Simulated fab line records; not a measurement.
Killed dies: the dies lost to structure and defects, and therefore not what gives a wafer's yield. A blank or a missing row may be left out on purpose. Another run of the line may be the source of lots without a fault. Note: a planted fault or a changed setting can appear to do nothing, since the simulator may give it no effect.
Struck lot and sound lot, side by side | flow n5Finfet | 17 steps out of a route of 1938
Sound: these wafers, L734.4, L734.5, L734.6. Struck: wafers L732.1, L732.2. (L732.5 of the same lot was not struck and is left out.) The cause comes at the end.
Per side, at each step with rows, come the tool, then ch with its chambers, and then its first start. Under that, the readings that differ: sound wafers | struck wafers | difference of the means | sigmas: that difference in standard deviations of wafers without a fault.
alike: readings whose means differ by less than 2 such deviations, and words and numbers that are the same on both sides. not compared: withheld readings, readings that some wafer has no value for, bounds like >300 that may hide the same value, and numbers for which the record gives no deviation and whose values overlap.
A row with sigmas, a row that says differs or no value, or rows on one side alone: a step with any of these is where the two part. Numbers that don't overlap but have no deviation are shown without sigmas and don't part them. A reading missing from all wafers of one side parts the sides only when that side holds two or more wafers.

first, 1 step without rows for these wafers: N5_FIN_CUT_DEVELOP_07 (develop time 30 s).
N5_FIN_CUT_CD_MEAS_08: target cd 29.1 nm.
  sound on cdSem-02 ch 0, day 6 14:12; struck on cdSem-03 ch 0, day 6 02:14
  alike: cdNm
N5_FIN_CUT_OVL_MEAS_09:
  sound on overlay-01 ch 0, day 6 14:14; struck on overlay-02 ch 0, day 6 02:16
  alike: FIN_CUT_OVL
N5_FIN_CUT_INSPECT_10: inspects for defects (brightfield).
  sound on defectInspect-01, day 6 14:17; struck on defectInspect-01, day 6 02:20
  alike: rawDefectCount
then, 1 step without rows for these wafers: N5_FIN_CUT_DESCUM_13 (chemistry O2, time 7 s).
N5_FIN_CUT_ETCH_30: etches underlayer in N2/H2, target depth 13 nm, time 10.4 s.
  sound on rieDiel-01 ch 0,1,2, day 6 14:43; struck on rieDiel-02 ch 0,1, day 6 02:24
  alike: drypumpMotorCurrentA, etchRfOnTimeS, oesProductAu, rfVppV, showerheadPlenumPTorr, throttleValvePct
  not compared: rfHoursCounterH
N5_FIN_CUT_ETCH_20: etches SiARC in CF4, target depth 26 nm, time 43.3 s.
  sound on rieDiel-01 ch 0,1,2, day 6 14:44; struck on rieDiel-02 ch 0,1, day 6 02:25
  alike: drypumpMotorCurrentA, etchRfOnTimeS, oesProductAu, rfVppV, showerheadPlenumPTorr, throttleValvePct
  not compared: rfHoursCounterH
N5_FIN_CUT_ETCH_21: etches SOC in N2/H2, target depth 219 nm, overetch 43.8 nm, time 523.5 s.
  sound on rieDiel-01 ch 0,1,2, day 6 14:46; struck on rieDiel-02 ch 0,1, day 6 02:28
  alike: drypumpMotorCurrentA, oesProductAu, rfVppV, showerheadPlenumPTorr, throttleValvePct
  not compared: rfHoursCounterH
then, 3 steps without rows for these wafers: N5_FIN_CUT_STRIP_23 (strips in N2/H2); N5_FIN_CUT_STRIP_31 (strips in N2/H2); N5_FIN_CUT_STRIP_24 (strips in CF4).
N5_FIN_CUT_CUT_ETCH_26: etches SiNx in CH3F/O2, target depth 39 nm, time 55.7 s.
  sound on rieDiel-01 ch 0,1,2, day 6 15:07; struck on rieDiel-02 ch 0,1, day 6 02:48
  alike: drypumpMotorCurrentA, oesProductAu, rfVppV, showerheadPlenumPTorr, throttleValvePct
  not compared: rfHoursCounterH
N5_FIN_CUT_CUT_ETCH_27: etches SiO2 in CHF3/O2, target depth 4 nm, overetch 2 nm, time 4.9 s.
  sound on rieDiel-01 ch 0,1,2, day 6 15:10; struck on rieDiel-02 ch 0,1, day 6 02:51
reading                                 | sound             | struck    | difference | sigmas
model.SOC_of_FIN_CUT_COAT_18.thkNm (nm) | 208.6 208.6 207.6 | 207.2 207 | -1.2       | 
  alike: CHF3_flow_sccm, drypumpMotorCurrentA, oesProductAu, rfVppV, showerheadPlenumPTorr, throttleValvePct
  not compared: rfHoursCounterH
then, 2 steps without rows for these wafers: N5_FIN_CUT_PRECLEAN_35 (cleans in vHF, time 13.3 s); N5_FIN_CUT_CUT_ETCH_15 (etches Si in HBr/Cl2/O2, target depth 100 nm, bt time 10 s, time 42.4 s).
N5_FIN_CUT_CUT_ETCH_28: etches Si in HBr/Cl2/O2, target depth 6 nm, time 2.4 s.
  sound on rieSi-05 ch 0,1,3, day 6 15:22; struck on rieSi-05 ch 1,2, day 6 03:03
  alike: drypumpMotorCurrentA, oesProductAu, throttleValvePct
  not compared: rfHoursCounterH, model.SOC_of_FIN_CUT_COAT_18.thkNm
N5_FIN_CUT_STRIP_22: strips in N2/H2.
  sound on rieDiel-01 ch 1,2,3, day 6 15:26; struck on rieDiel-02 ch 0,1, day 6 03:07
  alike: drypumpMotorCurrentA, oesProductAu, rfVppV, showerheadPlenumPTorr, throttleValvePct
  not compared: rfHoursCounterH

WHERE THEY PART
Nowhere in this record.

WHY: what had been put in by the simulator
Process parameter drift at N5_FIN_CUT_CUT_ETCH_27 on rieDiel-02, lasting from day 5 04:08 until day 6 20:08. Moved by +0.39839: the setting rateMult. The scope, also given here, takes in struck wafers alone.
